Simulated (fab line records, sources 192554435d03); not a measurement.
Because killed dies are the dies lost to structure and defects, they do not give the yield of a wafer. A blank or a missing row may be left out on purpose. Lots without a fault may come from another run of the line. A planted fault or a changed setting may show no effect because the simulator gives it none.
Struck lot and sound lot, side by side -- flow n5_finfet -- 18 steps out of a route of 1938
Sound: these wafers, L665.2, L665.3, L665.6. The struck wafers were L667.2, L667.3, L667.5. The cause is given at the end.
Per side, at each step with rows, come the tool, then ch with its chambers, and then its first start. Under that, the readings that differ: sound wafers -- struck wafers -- difference of the means -- sigmas: that difference in standard deviations of wafers without a fault.
alike: readings whose means differ by less than 2 such deviations, and words and numbers that are the same on both sides. not compared: withheld readings, readings that some wafer has no value for, bounds like >300 that may hide the same value, and numbers for which the record gives no deviation and whose values overlap.
Wherever a step has rows on one side only, a row that says differs or no value, or a row with sigmas, the two part there. Numbers that don't overlap but have no deviation are shown without sigmas and don't part them. Lack of a reading on every wafer of one side parts them only where that side has two or more wafers.

first, 8 steps without rows for these wafers: N5_PASSIVATION_HMDS_03 (time 60 s); N5_PASSIVATION_COAT_04; N5_PASSIVATION_EBR_06; N5_PASSIVATION_SOFTBAKE_05 (time 90 s); N5_PASSIVATION_EXPOSE_07 (exposes mask TV, defocus 0 nm, target cd 3000 nm); N5_PASSIVATION_PEB_08; N5_PASSIVATION_DEVELOP_09 (develop time 60 s); N5_PASSIVATION_HARDBAKE_11 (time 120 s).
N5_PASSIVATION_CD_MEAS_10 targets a cd of 3000 nm.
  sound on cd_sem-03 ch 0, day 14 23:54; struck on cd_sem-01 ch 0, day 15 14:47
  alike: cd_nm
N5_PASSIVATION_OVL_MEAS_60:
  sound on overlay-02 ch 0, day 14 23:56; struck on overlay-01 ch 0, day 15 14:49
  alike: TV_OVL
N5_PASSIVATION_INSPECT_61: inspects for defects (macro).
  sound on defect_inspect-01 at day 14 23:57; struck on defect_inspect-02 at day 15 14:50
  alike: raw_defect_count
N5_PASSIVATION_DESCUM_12: chemistry O2, time 7.9 s.
  sound on rie_diel-06 ch 2,3, day 15 00:09; struck on rie_diel-06 ch 0,1, day 15 14:53
  alike: drypump_motor_current_A, oes_product_au, rf_vpp_V, showerhead_plenum_p_Torr, throttle_valve_pct
  not compared: rf_hours_counter_h
N5_PASSIVATION_PASS_ETCH_74: etches SiNx in CF4/O2, target depth 220 nm, time 110 s.
  sound on rie_diel-06 ch 2,3, day 15 00:13; struck on rie_diel-06 ch 0,1, day 15 14:56
reading,sound,struck,difference,sigmas
model.etch.depth_nm (nm),221.5 217.3 216,188.1 193.8 187.2,-28.6,
model.TV_OPEN.cd_offset_nm (nm),-0.4 0 0.2,2.2 1.6 2,+2.0,
  alike: O2_flow_sccm, drypump_motor_current_A, oes_product_au, rf_vpp_V, showerhead_plenum_p_Torr, throttle_valve_pct
  not compared: rf_hours_counter_h, model.coat_of_PASSIVATION_COAT_04.thk_nm
N5_PASSIVATION_VIA_ETCH_13: etches SiO2 in CHF3/O2, target depth 660 nm, time 330 s.
  sound on rie_diel-06 ch 2,3, day 15 00:19; struck on rie_diel-06 ch 0,1, day 15 15:02
reading,sound,struck,difference,sigmas
O2_flow_sccm (sccm),5.004 5.017 5.021,4.995 4.973 4.984,-0.030,-2
  alike: drypump_motor_current_A, etch_rf_on_time_s, oes_product_au, rf_vpp_V, showerhead_plenum_p_Torr, throttle_valve_pct
  not compared: rf_hours_counter_h, model.coat_of_PASSIVATION_COAT_04.thk_nm
N5_PASSIVATION_STRIP_14: strips in O2.
  sound on rie_diel-06 ch 2,3, day 15 00:31; struck on rie_diel-06 ch 0,1, day 15 15:14
  alike: drypump_motor_current_A, oes_product_au, rf_vpp_V, showerhead_plenum_p_Torr, throttle_valve_pct
  not compared: rf_hours_counter_h
N5_PASSIVATION_ETCH_15: etches SiCN in CF4/N2, target depth 75 nm, time 81.2 s.
  sound on rie_diel-06 ch 2,3; struck on rie_diel-06 ch 0,1
reading,sound,struck,difference,sigmas
model.TV_OPEN.cd_offset_nm (nm),0.8 1.8 1.8,4 2.8 4,+2,
  alike: drypump_motor_current_A, oes_product_au, rf_vpp_V, showerhead_plenum_p_Torr, throttle_valve_pct
  not compared: rf_hours_counter_h
then, 2 steps without rows for these wafers: N5_PASSIVATION_STRIP_73 (strips in post etch residue remover, time 60 s); N5_PASSIVATION_PROBE_49.

== WHERE THEY PART ==
At N5_PASSIVATION_VIA_ETCH_13 and nowhere else, as far as this record goes. Later steps at which nothing parts them and some readings are alike: N5_PASSIVATION_STRIP_14, N5_PASSIVATION_ETCH_15.

WHY: what had been put in by the simulator
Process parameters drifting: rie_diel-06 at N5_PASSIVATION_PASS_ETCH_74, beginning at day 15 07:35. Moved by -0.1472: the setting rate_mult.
